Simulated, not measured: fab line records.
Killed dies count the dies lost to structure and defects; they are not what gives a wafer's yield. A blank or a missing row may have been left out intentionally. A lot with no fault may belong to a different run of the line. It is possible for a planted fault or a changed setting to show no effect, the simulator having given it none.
fab line records -- flow nand-harc
[record] lots = 11, wafers = 33, last-day = 33
route steps=1302 shown A_ZERO_WELL@412 A_CHANNEL_HOLE_D1@451 END@1302
lots that met no fault: taken from a fault-free run of the same line
start-h: start of the lot's first displayed wafer, in hours after the record's first day -- wait-h: time in hours since the lot's previous step -- " the same as in the row above -- L1.1+2: several wafers, shown together as one row -- - no value, or no start was given -- * or withheld: withheld -- < > ~ a bound
route shown NAME@n: NAME is a module with steps in the file, n the number in the route of the first one -- usual: average and standard deviation across the fault-free wafers -- same: alike in all rows -- chamber/n: place in a boat -- sites: readings site by site -- _std_site: their standard deviation -- _edge_site: mean of outer sites minus mean of inner sites -- radius-mm: for every site, how far away it sits from the centre of the wafer -- mask NAME#n: copy n -- behind: the most recent tool/chamber to have shaped the wafer -- hold: why the lot was held/for how many hours/how that ended -- device: whichever transistor did not switch (one of n, p or np) -- end of line: the route-end tests of the same wafers -- a step without rows: its recipe alone -- killed: count of dies lost to structure and defects at first sort (not the wafer's yield) -- map: shows each die of a wafer: x if killed, . if not, _ if none is there
set.NAME: the setting that was run; set.NAME@STEP: the one run at that earlier step -- model.NAME: the simulator's own value behind a step, which no gauge read
steps of the route over a sample of lots; a table a step, a row a wafer
services: from which hour (start-h, from the record's first day; less than 0 if before it) a tool's chamber was out of use, for how many hours, and why
[[steps]]
[step NHARC_A_ZERO_WELL_INSPECT_17]
[usual] raw-defect-count = 12/6.9
lot.wafer,tool,chamber,start-h,wait-h,raw-defect-count
L491.2,defect-inspect-02,-,154.57,0.1,17
L491.4,defect-inspect-02,-,154.57,0.1,10
L491.5,defect-inspect-02,-,154.57,0.1,15
L497.3,defect-inspect-01,-,215.52,0.1,6
L497.5,defect-inspect-01,-,215.52,0.1,10
L497.6,defect-inspect-01,-,215.52,0.1,12
L499.2,defect-inspect-01,-,235.50,0.1,7
L499.3,defect-inspect-01,-,235.50,0.1,4
L499.6,defect-inspect-01,-,235.50,0.1,5
L505.1,defect-inspect-02,-,298.08,0.2,13
L505.4,defect-inspect-02,-,298.08,0.2,21
L505.5,defect-inspect-02,-,298.08,0.2,17
L506.2,defect-inspect-01,-,301.36,0.1,16
L506.3,defect-inspect-01,-,301.36,0.1,7
L506.6,defect-inspect-01,-,301.36,0.1,11
L507.3,defect-inspect-02,-,314.07,0.1,11
L507.4,defect-inspect-02,-,314.07,0.1,11
L507.5,defect-inspect-02,-,314.07,0.1,3
L509.1,defect-inspect-02,-,323.07,0.2,20
L509.5,defect-inspect-02,-,323.07,0.2,25
L509.6,defect-inspect-02,-,323.07,0.2,10
L510.1,defect-inspect-01,-,337.07,0.2,12
L510.2,defect-inspect-01,-,337.07,0.2,11
L510.5,defect-inspect-01,-,337.07,0.2,12
L511.2,defect-inspect-02,-,346.97,0.1,23
L511.4,defect-inspect-02,-,346.97,0.1,12
L511.5,defect-inspect-02,-,346.97,0.1,7
L512.2,defect-inspect-02,-,356.03,0.1,17
L512.3,defect-inspect-02,-,356.03,0.1,42
L512.4,defect-inspect-02,-,356.03,0.1,22
L513.2,defect-inspect-01,-,371.04,0.1,6
L513.3,defect-inspect-01,-,371.04,0.1,9
L513.6,defect-inspect-01,-,371.04,0.1,16
[step NHARC_A_CHANNEL_HOLE_D1_DEP_01]
[recipe] target-thk-a = 1400, target-thk-nm = 140, temp-c = 400, pressure-torr = 3.5, flow-sccm = 200, rf-w = 350, material = SiON
[usual] chamber-pressure-Torr = 3.501/0.0086, heater-power-w = 746/83
lot.wafer,tool,chamber,start-h,wait-h,chamber-pressure-Torr,heater-power-w
L491.2,pecvd-02,2,195.59,1.4,3.502,839
L491.4,pecvd-02,1,195.59,1.4,3.510,789
L491.5,pecvd-02,2,195.59,1.4,3.504,849
L497.3,pecvd-01,2,257.39,1.0,3.507,634
L497.6,pecvd-01,2,257.39,1.0,3.506,630
L497.5,pecvd-01,1,257.39,1.0,3.503,753
L499.3,pecvd-01,0,272.45,1.0,3.499,735
L499.2,pecvd-01,1,272.45,1.0,3.505,728
L499.6,pecvd-01,0,272.45,1.0,3.490,744
L505.1,pecvd-04,2,334.91,1.6,3.504,757
L505.4,pecvd-04,0,334.91,1.6,3.512,684
L505.5,pecvd-04,0,334.91,1.6,3.499,692
L506.3,pecvd-02,2,344.25,1.0,3.495,911
L506.2,pecvd-02,1,344.25,1.0,3.480,690
L506.6,pecvd-02,2,344.25,1.0,3.508,914
L507.3,pecvd-04,0,353.60,1.0,3.509,603
L507.4,pecvd-04,1,353.60,1.0,3.496,794
L507.5,pecvd-04,0,353.60,1.0,3.517,607
L509.1,pecvd-02,1,357.97,1.6,3.491,710
L509.6,pecvd-02,1,357.97,1.6,3.504,718
L509.5,pecvd-02,2,357.97,1.6,3.504,891
L510.2,pecvd-01,1,378.07,1.3,3.501,741
L510.1,pecvd-01,2,378.07,1.3,3.510,564
L510.5,pecvd-01,1,378.07,1.3,3.501,751
L511.2,pecvd-04,1,389.82,1.4,3.488,720
L511.4,pecvd-04,0,389.82,1.4,3.500,706
L511.5,pecvd-04,2,389.82,1.4,3.496,705
L512.3,pecvd-02,0,394.76,1.0,3.503,868
L512.2,pecvd-02,1,394.76,1.0,3.502,743
L512.4,pecvd-02,1,394.76,1.0,3.500,734
L513.2,pecvd-04,1,412.22,1.3,3.502,770
L513.3,pecvd-04,2,412.22,1.3,3.486,699
L513.6,pecvd-04,2,412.22,1.3,3.499,702
[step NHARC_A_CHANNEL_HOLE_D1_INSPECT_12]
[usual] raw-defect-count = 6.0/2.9
lot.wafer,tool,chamber,start-h,wait-h,raw-defect-count
L491.2,defect-inspect-02,-,196.38,0.0,17
L491.4,defect-inspect-02,-,196.38,0.0,10
L491.5,defect-inspect-02,-,196.38,0.0,8
L497.3,defect-inspect-01,-,258.24,0.0,363
L497.5,defect-inspect-01,-,258.24,0.0,384
L497.6,defect-inspect-01,-,258.24,0.0,391
L499.2,defect-inspect-01,-,273.17,0.0,350
L499.3,defect-inspect-01,-,273.17,0.0,347
L499.6,defect-inspect-01,-,273.17,0.0,354
L505.1,defect-inspect-02,-,335.67,0.0,2
L505.4,defect-inspect-02,-,335.67,0.0,6
L505.5,defect-inspect-02,-,335.67,0.0,4
L506.2,defect-inspect-02,-,345.09,0.0,9
L506.3,defect-inspect-02,-,345.09,0.0,10
L506.6,defect-inspect-02,-,345.09,0.0,1
L507.3,defect-inspect-01,-,354.39,0.0,3
L507.4,defect-inspect-01,-,354.39,0.0,4
L507.5,defect-inspect-01,-,354.39,0.0,6
L509.1,defect-inspect-02,-,358.80,0.0,5
L509.5,defect-inspect-02,-,358.80,0.0,7
L509.6,defect-inspect-02,-,358.80,0.0,4
L510.1,defect-inspect-02,-,378.79,0.0,9
L510.2,defect-inspect-02,-,378.79,0.0,4
L510.5,defect-inspect-02,-,378.79,0.0,7
L511.2,defect-inspect-01,-,390.63,0.0,6
L511.4,defect-inspect-01,-,390.63,0.0,4
L511.5,defect-inspect-01,-,390.63,0.0,9
L512.2,defect-inspect-01,-,395.60,0.0,5
L512.3,defect-inspect-01,-,395.60,0.0,9
L512.4,defect-inspect-01,-,395.60,0.0,2
L513.2,defect-inspect-02,-,412.91,0.0,3
L513.3,defect-inspect-02,-,412.91,0.0,3
L513.6,defect-inspect-02,-,412.91,0.0,10
[step NHARC_A_CHANNEL_HOLE_D1_ETCH_38]
[recipe] target-depth-a = 390, over-etch-frac = 0.3, time-s = 65, ion-energy-ev = 80, cf4-flow-sccm = 150, ar-flow-sccm = 0, rf-w = 300, bias-w = 100, chemistry = CF4
[usual] drypump-motor-current-A = 5.7/0.47, oes-product-au = 0.998/0.011, rf-vpp-V = 151.8/1.4, showerhead-plenum-p-Torr = 1.82/0.079, throttle-valve-pct = 13.285/0.0094
[same] over-etch-frac = 0.3
lot.wafer,tool,chamber,start-h,wait-h,drypump-motor-current-A,oes-product-au,rf-hours-counter-h,rf-vpp-V,showerhead-plenum-p-Torr,throttle-valve-pct
L491.2,rie-diel-13,3,196.56,0.1,6.0,1.021,10,152.2,1.80,13.288
L491.5,rie-diel-13,0,196.56,0.1,5.3,1.005,-,149.7,1.82,13.273
L491.4,rie-diel-13,3,196.56,0.1,5.9,1.014,-,152.3,1.80,13.283
L497.3,rie-diel-13,3,258.39,0.1,5.9,1.017,30,152.1,1.80,13.267
L497.5,rie-diel-13,1,258.39,0.1,5.9,0.992,-,151.6,1.89,13.280
L497.6,rie-diel-13,2,258.39,0.1,5.5,1.005,-,151.3,1.79,13.272
L499.2,rie-diel-11,1,273.31,0.1,5.0,0.998,1,151.7,1.89,13.284
L499.3,rie-diel-11,3,273.31,0.1,6.2,1.002,1,153.0,1.85,13.292
L499.6,rie-diel-11,1,273.31,0.1,5.0,0.996,-,152.8,1.89,13.277
L505.4,rie-diel-01,0,335.83,0.1,5.4,1.003,38,153.1,1.90,13.287
L505.1,rie-diel-01,2,335.83,0.1,5.5,0.980,34,151.9,1.76,13.294
L505.5,rie-diel-01,0,335.83,0.1,5.4,0.991,-,153.8,1.90,13.293
L506.2,rie-diel-11,0,345.25,0.1,5.4,1.004,7,148.8,1.65,13.287
L506.3,rie-diel-11,1,345.25,0.1,5.0,0.991,6,154.0,1.89,13.290
L506.6,rie-diel-11,2,345.25,0.1,6.3,0.996,-,152.7,1.84,13.282
L507.4,rie-diel-11,1,354.53,0.1,5.0,0.991,7,152.3,1.89,13.292
L507.3,rie-diel-11,0,354.53,0.1,5.4,1.017,8,149.5,1.65,13.291
L507.5,rie-diel-11,1,354.53,0.1,5.0,0.995,-,153.3,1.89,13.291
L509.1,rie-diel-11,1,358.96,0.1,5.0,0.974,8,152.2,1.89,13.296
L509.5,rie-diel-11,0,358.96,0.1,5.4,1.002,-,149.7,1.65,13.278
L509.6,rie-diel-11,1,358.96,0.1,5.0,0.989,-,152.5,1.89,13.268
L510.2,rie-diel-13,2,378.93,0.1,5.5,0.992,9,152.2,1.79,13.292
L510.1,rie-diel-13,0,378.93,0.1,5.3,0.985,9,151.1,1.81,13.276
L510.5,rie-diel-13,2,378.93,0.1,5.5,1.005,-,150.9,1.79,13.296
L511.4,rie-diel-11,2,390.78,0.1,6.3,0.993,10,154.0,1.84,13.281
L511.2,rie-diel-11,1,390.78,0.1,5.0,0.989,10,152.5,1.89,13.295
L511.5,rie-diel-11,2,390.78,0.1,6.3,1.001,-,151.5,1.84,13.284
L512.3,rie-diel-11,0,395.75,0.1,5.4,1.003,11,148.6,1.65,13.285
L512.4,rie-diel-11,2,395.75,0.1,6.3,1.007,11,153.0,1.84,13.290
L512.2,rie-diel-11,3,395.75,0.1,6.2,1.005,11,153.1,1.84,13.276
L513.2,rie-diel-11,1,413.06,0.1,5.0,1.001,12,152.7,1.89,13.300
L513.3,rie-diel-11,3,413.06,0.1,6.2,1.008,12,150.8,1.84,13.280
L513.6,rie-diel-11,1,413.06,0.1,5.0,0.989,-,153.0,1.89,13.292
[step NHARC_A_CHANNEL_HOLE_D1_ETCH_25]
[recipe] bias-v = 5000, source-w = withheld, pressure-mtorr = 20, time-s = 1040.2, ar-flow-sccm = 375, c4f8-flow-sccm = 93.8, o2-flow-sccm = 31.2, temp-c = -20, target-depth-a = 15000, chemistry = C4F8/O2/Ar
[usual] drypump-motor-current-A = 5.5/0.35, showerhead-plenum-p-Torr = 3.64/0.095, throttle-valve-pct = 32.235/0.0095
lot.wafer,tool,chamber,start-h,wait-h,drypump-motor-current-A,rf-hours-counter-h,showerhead-plenum-p-Torr,throttle-valve-pct
L491.2,har-etch-01,1,201.19,0.7,5.4,98,3.72,32.230
L491.4,har-etch-01,1,201.19,0.7,5.4,-,3.72,32.237
L491.5,har-etch-01,1,201.19,0.7,5.4,-,3.72,32.248
L497.3,har-etch-02,0,262.81,0.7,5.6,-,3.68,32.233
L497.6,har-etch-02,1,262.81,0.7,6.1,-,3.47,32.226
L497.5,har-etch-02,0,262.81,0.7,5.6,-,3.68,32.237
L499.2,har-etch-02,1,281.47,0.7,6.1,345,3.46,32.246
L499.3,har-etch-02,0,281.47,0.7,5.6,-,3.67,32.240
L499.6,har-etch-02,0,281.47,0.7,5.6,-,3.67,32.225
L505.1,har-etch-01,1,339.81,0.6,5.4,179,3.68,32.231
L505.4,har-etch-01,1,339.81,0.6,5.4,-,3.68,32.247
L505.5,har-etch-01,0,339.81,0.6,5.2,-,3.66,32.226
L506.2,har-etch-01,0,350.07,0.6,5.2,186,3.65,32.231
L506.3,har-etch-01,0,350.07,0.6,5.2,-,3.65,32.246
L506.6,har-etch-01,0,350.07,0.6,5.2,-,3.65,32.247
L507.3,har-etch-02,1,358.83,0.7,6.1,-,3.44,32.227
L507.4,har-etch-02,0,358.83,0.7,5.7,-,3.65,32.225
L507.5,har-etch-02,1,358.83,0.7,6.1,-,3.44,32.229
L509.1,har-etch-01,0,362.94,0.6,5.1,194,3.65,32.253
L509.5,har-etch-01,0,362.94,0.6,5.2,-,3.65,32.241
L509.6,har-etch-01,1,362.94,0.6,5.4,-,3.67,32.233
L510.1,har-etch-01,1,382.92,0.6,5.4,202,3.67,32.244
L510.2,har-etch-01,0,382.92,0.6,5.2,202,3.64,32.226
L510.5,har-etch-01,1,382.92,0.6,5.4,-,3.67,32.217
L511.2,har-etch-02,0,401.05,0.6,5.6,3,3.64,32.241
L511.4,har-etch-02,0,401.05,0.6,5.7,-,3.64,32.237
L511.5,har-etch-02,0,401.05,0.6,5.6,-,3.64,32.224
L512.2,har-etch-01,1,404.54,0.7,5.4,221,3.66,32.233
L512.4,har-etch-01,0,404.54,0.7,5.2,-,3.63,32.242
L512.3,har-etch-01,1,404.54,0.7,5.4,-,3.66,32.234
L513.2,har-etch-01,1,417.05,0.6,5.4,229,3.65,32.250
L513.3,har-etch-01,0,417.05,0.6,5.1,-,3.63,32.231
L513.6,har-etch-01,1,417.05,0.6,5.4,-,3.65,32.214
[step NHARC_A_CHANNEL_HOLE_D1_INSPECT_40]
[usual] raw-defect-count = 71/25
lot.wafer,tool,chamber,start-h,wait-h,raw-defect-count
L491.2,defect-inspect-02,-,203.99,-,41
L491.4,defect-inspect-02,-,203.99,-,36
L491.5,defect-inspect-02,-,203.99,-,36
L497.3,defect-inspect-01,-,265.33,-,470
L497.5,defect-inspect-01,-,265.33,-,485
L497.6,defect-inspect-01,-,265.33,-,483
L499.2,defect-inspect-01,-,284.13,-,411
L499.3,defect-inspect-01,-,284.13,-,446
L499.6,defect-inspect-01,-,284.13,-,431
L505.1,defect-inspect-01,-,342.63,-,52
L505.4,defect-inspect-01,-,342.63,-,58
L505.5,defect-inspect-01,-,342.63,-,49
L506.2,defect-inspect-02,-,352.86,-,51
L506.3,defect-inspect-02,-,352.86,-,50
L506.6,defect-inspect-02,-,352.86,-,61
L507.3,defect-inspect-01,-,361.36,-,126
L507.4,defect-inspect-01,-,361.36,-,104
L507.5,defect-inspect-01,-,361.36,-,66
L509.1,defect-inspect-01,-,365.89,-,32
L509.5,defect-inspect-01,-,365.89,-,45
L509.6,defect-inspect-01,-,365.89,-,58
L510.1,defect-inspect-02,-,385.73,-,81
L510.2,defect-inspect-02,-,385.73,-,77
L510.5,defect-inspect-02,-,385.73,-,90
L511.2,defect-inspect-02,-,403.73,-,47
L511.4,defect-inspect-02,-,403.73,-,26
L511.5,defect-inspect-02,-,403.73,-,40
L512.2,defect-inspect-01,-,407.22,-,61
L512.3,defect-inspect-01,-,407.22,-,79
L512.4,defect-inspect-01,-,407.22,-,51
L513.2,defect-inspect-02,-,419.90,-,64
L513.3,defect-inspect-02,-,419.90,-,58
L513.6,defect-inspect-02,-,419.90,-,64
[step NHARC_END_SORT_01]
[recipe] temp-c = 25
[usual] killed-at-array = 55/19, killed-at-other = 0.8/1.1, killed-at-periphery = 4.0/2.6, killed-dies = 60/20, killed-open = 3.4/1.7, killed-short = 2.6/1.5
[same] gross-dies = 677
lot.wafer,tool,chamber,start-h,wait-h,killed-at-array,killed-at-other,killed-at-periphery,killed-dies,killed-open,killed-short
L497.3,prober-02,0,645.61,3.1,147,0,0,147,2,2
L497.5,prober-02,0,647.23,3.7,143,0,2,145,3,2
L497.6,prober-02,0,648.03,4.0,155,0,8,163,5,1
L499.2,prober-02,0,658.98,2.8,122,1,2,125,1,1
L499.3,prober-02,0,659.78,3.1,174,3,3,180,1,2
L499.6,prober-02,0,662.18,4.0,147,2,6,155,4,6
// killed by level:class
L497.3 A_CHANNEL_HOLE_D1:unspecified=69 A_SLIT:chamber-film-flake=26 A_CHANNEL_HOLE_D2:chamber-film-flake=24 A_CHANNEL_HOLE_D1:chamber-film-flake=22 A_SOURCE_PLATE:geometric-particle:short=1 A_ONON_D1:geometric-particle:open=1 A_CHANNEL_HOLE_D1:geometric-particle:open=1 A_WL_FILL:geometric-particle:short=1
L497.5 A_CHANNEL_HOLE_D1:unspecified=71 A_CHANNEL_HOLE_D1:chamber-film-flake=32 A_SLIT:chamber-film-flake=24 A_CHANNEL_HOLE_D2:chamber-film-flake=7 P_M1:chamber-film-flake=2 A_STAIRCASE:chamber-film-flake=2 A_ONON_D1:geometric-particle:open=1 A_CHANNEL_FILL_D1:geometric-particle:open=1
L497.6 A_CHANNEL_HOLE_D1:unspecified=76 A_SLIT:chamber-film-flake=29 A_CHANNEL_HOLE_D1:chamber-film-flake=28 A_CHANNEL_HOLE_D2:chamber-film-flake=7 P_M1:chamber-film-flake=5 A_CONTACT:chamber-film-flake=5 A_ZERO_WELL:chamber-film-flake=2 A_WL_FILL:chamber-film-flake=2
L499.2 A_CHANNEL_HOLE_D1:unspecified=66 A_CHANNEL_HOLE_D1:chamber-film-flake=31 A_SLIT:chamber-film-flake=13 A_CHANNEL_HOLE_D2:chamber-film-flake=7 P_BONDPAD:chamber-film-flake=2 A_ZERO_WELL:chamber-film-flake=2 A_SGD_CUT:geometric-particle:short=1 A_CONTACT:geometric-particle:open=1
L499.3 A_CHANNEL_HOLE_D1:unspecified=82 A_CHANNEL_HOLE_D1:chamber-film-flake=43 A_SLIT:chamber-film-flake=30 A_CHANNEL_HOLE_D2:chamber-film-flake=10 A_CONTACT:chamber-film-flake=5 THIN_TSV:chamber-film-flake=3 P_BONDPAD:chamber-film-flake=2 A_DECK1_JOINT:geometric-particle:open=1
L499.6 A_CHANNEL_HOLE_D1:unspecified=72 A_CHANNEL_HOLE_D1:chamber-film-flake=35 A_SLIT:chamber-film-flake=20 A_CONTACT:chamber-film-flake=7 A_CHANNEL_HOLE_D2:chamber-film-flake=5 A_STAIRCASE:chamber-film-flake=3 P_M0:geometric-particle:open=2 A_WL_FILL:geometric-particle:short=2
[[services]]
tool,chamber,start-h,hours,kind
rie-diel-13,2,179.56,4.7,repair
rie-diel-13,1,183.68,37.0,repair
pecvd-02,2,215.22,21.4,repair
har-etch-02,-,226.23,3.1,repair
pecvd-02,-,226.98,1.6,repair
pecvd-02,-,228.62,13.0,pm
rie-diel-11,-,255.50,9.0,pm
pecvd-04,-,269.12,13.0,pm
rie-diel-11,1,275.12,7.7,repair
rie-diel-13,3,290.32,11.8,repair
pecvd-02,1,292.36,3.5,repair
pecvd-01,2,308.65,4.2,repair
pecvd-01,-,311.45,13.0,pm
pecvd-04,-,313.03,0.6,repair
pecvd-04,-,319.65,0.9,repair
pecvd-04,1,322.90,18.7,repair
rie-diel-13,0,332.37,2.7,repair
rie-diel-13,-,342.00,9.0,pm
rie-diel-11,3,362.33,4.3,repair
pecvd-02,-,363.02,1.0,repair
har-etch-02,-,381.02,17.0,pm
pecvd-01,2,385.84,4.8,repair
pecvd-02,-,397.18,0.7,repair
pecvd-02,-,409.62,13.0,pm
[[key]]
[first-sign] step = NHARC_A_CHANNEL_HOLE_D1_INSPECT_12, reading = raw-defect-count, direction = up, sigmas = 99+, usual = 6.0, struck = 364.8
[effect] step = NHARC_A_CHANNEL_HOLE_D1_INSPECT_40, reading = raw-defect-count, direction = up, sigmas = 15, usual = 71, struck = 454
[effect] step = NHARC_END_SORT_01, reading = killed-at-array, direction = up, sigmas = 4.8, usual = 55, struck = 148
[more-kills-born-at] NHARC_A_CHANNEL_HOLE_D1_DEP_01@pecvd-01 = 436
met-at NHARC_A_CHANNEL_HOLE_D1_DEP_01
struck-lots L497,L499
tester-left-out L497,L499
not-acting-at NHARC_A_ZERO_WELL_INSPECT_17,NHARC_A_CHANNEL_HOLE_D1_ETCH_38,NHARC_A_CHANNEL_HOLE_D1_ETCH_25
[fault] kind = chamber-particle-source, tool = pecvd-01, chamber = -, onset-h = 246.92, steps = NHARC_A_CHANNEL_HOLE_D1_DEP_01, rate-per-visit-cm2 = 0.56127, end-h = 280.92
// tester-left-out: of these lots the tester's yield and bins aren't shown, on N5 and GAA mostly nor the transistor test; their killed dies are dies lost to structure and defects alone, not to doping, threshold or leakage, so they don't give the yield
